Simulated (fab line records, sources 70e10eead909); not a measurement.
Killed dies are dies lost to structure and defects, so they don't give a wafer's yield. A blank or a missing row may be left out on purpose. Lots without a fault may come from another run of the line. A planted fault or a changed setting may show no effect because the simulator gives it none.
Problem report in the 8D (eight disciplines) form, filled by code | flow nand_harc | the parts of the form that need people (team, actions taken, sign-off) are left out

1. THE PROBLEM
oes_product_au at NHARC_A_CHANNEL_HOLE_D1_ETCH_34 reads a mean of 1.214 a.u. on 6 wafers of 2 lots; wafers without a fault read 0.939 a.u. with a standard deviation of 0.023. That is +12 standard deviations from the usual mean.
The step: etches the open film in CF4/CHF3, target depth 154 nm, time 77 s.
First seen on wafer L353.2, day 11 07:48, on rie_diel-12. The record holds 18 wafers of 6 lots with a number at this step. Rule for "out", or "out of limits": more than 4 standard deviations from the usual mean. The other wafers with a number count as sound.

2. WHAT IT IS AND WHAT IT IS NOT
question                    | is                     | is not
which readings at this step | oes_product_au         | bias_w, drypump_motor_current_A, rf_vpp_V, showerhead_plenum_p_Torr, throttle_valve_pct
which lots                  | L351, L353             | L342, L344, L354, L363
which wafers of those lots  | all that have a number | -
read on which tools         | rie_diel-12            | rie_diel-04, rie_diel-08
when                        | from day 11 07:48      | up to then (6 sound wafers); but 6 sound wafers of L354, L363 came after

3. SUSPECTS, AND WHAT RULES EACH OUT
Counting: a tool at a process step up to the reading stays a suspect if it ran every lot that is out and no sound lot after the first of them.
- rie_diel-12 at NHARC_A_CHANNEL_HOLE_D1_DESCUM_15 (chemistry O2, time 3 s): kept. It ran every lot that is out, first L353 (day 11 07:22), and no sound lot after that; its last sound lot up to then is L342 (day 8 17:56).
- rie_diel-12 at NHARC_A_CHANNEL_HOLE_D1_ETCH_38 (etches the open film in CF4, target depth 39 nm, time 65 s): kept. It ran every lot that is out, first L353 (day 11 07:27), and no sound lot after that; its last sound lot up to then is L342 (day 8 18:02).
- rie_diel-12 at NHARC_A_CHANNEL_HOLE_D1_ETCH_39 (etches the open film in N2/H2, target depth 260 nm, time 325 s): kept. It ran every lot that is out, first L353 (day 11 07:48), and no sound lot after that; its last sound lot up to then is L342 (day 8 18:22). NHARC_A_CHANNEL_HOLE_D1_ETCH_39 gives no start for some lots, so the hours and the order of its lots are those of NHARC_A_CHANNEL_HOLE_D1_ETCH_34.
- rie_diel-12 at NHARC_A_CHANNEL_HOLE_D1_ETCH_34 (etches the open film in CF4/CHF3, target depth 154 nm, time 77 s): kept. It ran every lot that is out, first L353 (day 11 07:48), and no sound lot after that; its last sound lot up to then is L342 (day 8 18:22). Its own readings are out on those wafers: oes_product_au.
Left after counting: rie_diel-12 at NHARC_A_CHANNEL_HOLE_D1_DESCUM_15, rie_diel-12 at NHARC_A_CHANNEL_HOLE_D1_ETCH_38, rie_diel-12 at NHARC_A_CHANNEL_HOLE_D1_ETCH_39, rie_diel-12 at NHARC_A_CHANNEL_HOLE_D1_ETCH_34.

4. THE CAUSE (what the simulator had put in)
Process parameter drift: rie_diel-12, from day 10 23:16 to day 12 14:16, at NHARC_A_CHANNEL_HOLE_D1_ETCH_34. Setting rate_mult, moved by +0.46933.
Counting left 4 suspects, and this tool is among them.

5. THE CHAIN OF EFFECTS, in route order
Each row: a reading whose mean over the struck wafers that have a number lies more than 3 standard deviations from the usual. Only readings for which the record gives a usual standard deviation are gone through. hours: the time from each lot's start at the first step in this table that gives one to its start at this step, as a median over the lots. sigmas: the change in usual standard deviations.
hours | step                            | reading        | usual      | on struck wafers | change | sigmas
0     | NHARC_A_CHANNEL_HOLE_D1_ETCH_34 | oes_product_au | 0.939 a.u. | 1.214            | +0.275 | +12
The process steps in it:
- NHARC_A_CHANNEL_HOLE_D1_ETCH_34: etches the open film in CF4/CHF3, target depth 154 nm, time 77 s.
Later measuring or inspecting steps at which every struck wafer that the step has a row for has a number for every such reading, and none has moved that far: NHARC_A_CHANNEL_HOLE_D1_CD_MEAS_18.

6. WHAT WOULD HAVE CAUGHT IT SOONER
In this record the first reading out of limits was taken at day 11 07:48, 9 hours after the fault began at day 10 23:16.
